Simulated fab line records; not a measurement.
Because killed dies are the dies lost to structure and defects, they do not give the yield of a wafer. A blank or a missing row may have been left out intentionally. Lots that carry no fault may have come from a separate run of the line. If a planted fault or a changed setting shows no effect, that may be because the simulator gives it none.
The same fault as seen by 2 desks -- flow nand_harc -- each desk holds nothing but its own numbers, with what lay behind them at the end

== AT THE METROLOGY DESK ==
Lot by lot, what the gauges showed, no matter which tool ran the lot: averages of those sampled wafers that carry a number. Marked OUT: a lot whose mean sits more than 4 standard deviations from the usual mean, which makes it out of limits; the brackets give that distance.
Columns: A = cd_nm at NHARC_A_M0_CD_MEAS_09, usual 80.2 nm; B = cd_nm at NHARC_A_M0_CD_MEAS_16, usual 80.0 nm
lot,first seen here,A,B
L165,day 22 14:54,80.6,80.0
L166,day 23 14:26,80.4,80.4
L170,day 24 07:06,80.7,81.2
L171,day 25 04:23,80.1,80.7
L174,day 25 20:20,80.1,79.6
L173,day 25 20:52,80.4,80.6
L182,day 29 06:25,81.1,81.3
L184,day 30 13:34,83.3 (+4.8) OUT,82.0
L185,day 30 18:50,80.4,80.4
L188,day 32 10:21,80.6,80.5
L187,day 32 11:11,80.4,79.9
This desk's verdict: out of limits on L184, starting with L184 at day 30 13:34 (cd_nm at NHARC_A_M0_CD_MEAS_09). In limits: L165, L166, L170, L171, L174, L173, L182, L185, L188, L187.

== AT THE TOOL OWNER'S DESK: litho_track-04 ==
The tool's own readings at NHARC_A_M0_PEB_07 (peb time 65 s): means of the sampled wafers that have a number, for each lot that ran on this tool. Marked OUT: a lot whose mean sits more than 4 standard deviations from the usual mean, which makes it out of limits; the brackets give that distance.
Columns: A = chill_plate_temp_C at NHARC_A_M0_PEB_07, usual 23.02 C
lot,first seen here,A
L165,day 22 14:49,22.99
L171,day 25 04:19,23.05
L182,day 29 06:20,22.92
L184,day 30 13:29,23.00
This desk found nothing out of limits on any of the 4 lots.

== TAKEN TOGETHER ==
The metrology desk could have raised an alarm at day 30 13:34, on L184.
The desk of the tool owner found nothing out of limits.
On record at the tool owner's desk: L184, within its limits.
Of the lots named, all ran NHARC_A_M0_PEB_07 on litho_track-04.

== WHAT THE SIMULATOR PUT IN ==
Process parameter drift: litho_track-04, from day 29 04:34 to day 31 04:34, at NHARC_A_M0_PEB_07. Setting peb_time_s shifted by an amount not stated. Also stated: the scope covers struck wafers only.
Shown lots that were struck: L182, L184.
Delay in hours, fault start to first out-of-limits reading, per desk: metrology desk 33.
